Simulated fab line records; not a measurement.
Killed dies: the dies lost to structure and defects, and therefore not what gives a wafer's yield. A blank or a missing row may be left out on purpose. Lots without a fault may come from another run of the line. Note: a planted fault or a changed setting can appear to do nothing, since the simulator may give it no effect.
A struck lot beside a sound one | flow n5-finfet | 12 out of 1938 route steps
Sound: these wafers, L283.4, L283.5, L283.6. Struck: wafers L286.2, L286.6. (L286.1 of the same lot was not struck and is left out.) The cause comes at the end.
For every step that has rows: the tool of each side, followed by ch and its chambers, followed by its first start. Under that, the readings that differ: sound wafers | struck wafers | difference of the means | sigmas: that difference in standard deviations of wafers without a fault.
alike: readings with means less than 2 such deviations apart, plus words and numbers identical on both sides. not compared: withheld readings, readings lacking a value on some wafer, bounds such as >300 that could conceal the same value, and numbers that have no deviation in the record and whose values overlap.
The two part at a step that has a row with sigmas, a row that says differs or no value, or rows on one side only. Non-overlapping numbers with no deviation appear without sigmas and do not part them. A reading that every wafer of one side lacks parts them only if that side has two wafers or more.

first, 9 steps without rows for these wafers: N5_BEOL_M10_DEVELOP_27 (develop time 30 s); N5_BEOL_M10_DESCUM_33 (chemistry O2, time 7.9 s); N5_BEOL_M10_ETCH_65 (etches SiARC in CF4, target depth 39 nm, time 65 s); N5_BEOL_M10_ETCH_66 (etches SOC in N2/H2, target depth 120 nm, overetch 24 nm, time 180 s); N5_BEOL_M10_STRIP_69 (strips in N2/H2); N5_BEOL_M10_VIA_ETCH_34 (etches SiCOH lowk in C4F6/O2, target depth 184.5 nm, time 69.2 s); N5_BEOL_M10_STRIP_73 (strips in C4F6/O2); N5_BEOL_M10_STRIP_36 (strips in N2/H2); N5_BEOL_M10_TRENCH_ETCH_37 (etches SiCOH lowk in C4F6/O2, target depth 148.83 nm, time 48 s).
N5_BEOL_M10_ETCH_41: etches SiCN in CH3F/O2, target depth 42.6 nm, time 86 s.
  sound on rie-diel-02 ch 0,1,2, day 13 21:45; struck on rie-diel-02 ch 1,3, day 14 16:32
  reading                  | sound             | struck      | difference | sigmas
  oes-product-au (a.u.)    | 0.84 0.76 0.68    | 0.97 1.15   | +0.30      | +4
  model.etch.depth-nm (nm) | 31.47 32.58 32.22 | 52.83 50.98 | +19.82     |
  alike: chamber-pressure-mTorr, drypump-motor-current-A, rf-vpp-V, showerhead-plenum-p-Torr, throttle-valve-pct
  not compared: rf-hours-counter-h
then, 1 step without rows for these wafers: N5_BEOL_M10_STRIP_77 (strips in N2/H2, time 10 s).
N5_PASSIVATION_PROBE_49:
  the record has rows for the struck wafers here (prober-01, day 16 12:10) and none for the sound ones

## WHERE THEY PART
First at N5_BEOL_M10_ETCH_41; last, within this record, at N5_PASSIVATION_PROBE_49.

WHY: the cause the simulator had injected
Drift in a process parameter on rie-diel-02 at N5_BEOL_M10_ETCH_41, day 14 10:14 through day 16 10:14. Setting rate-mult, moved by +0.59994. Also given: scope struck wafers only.
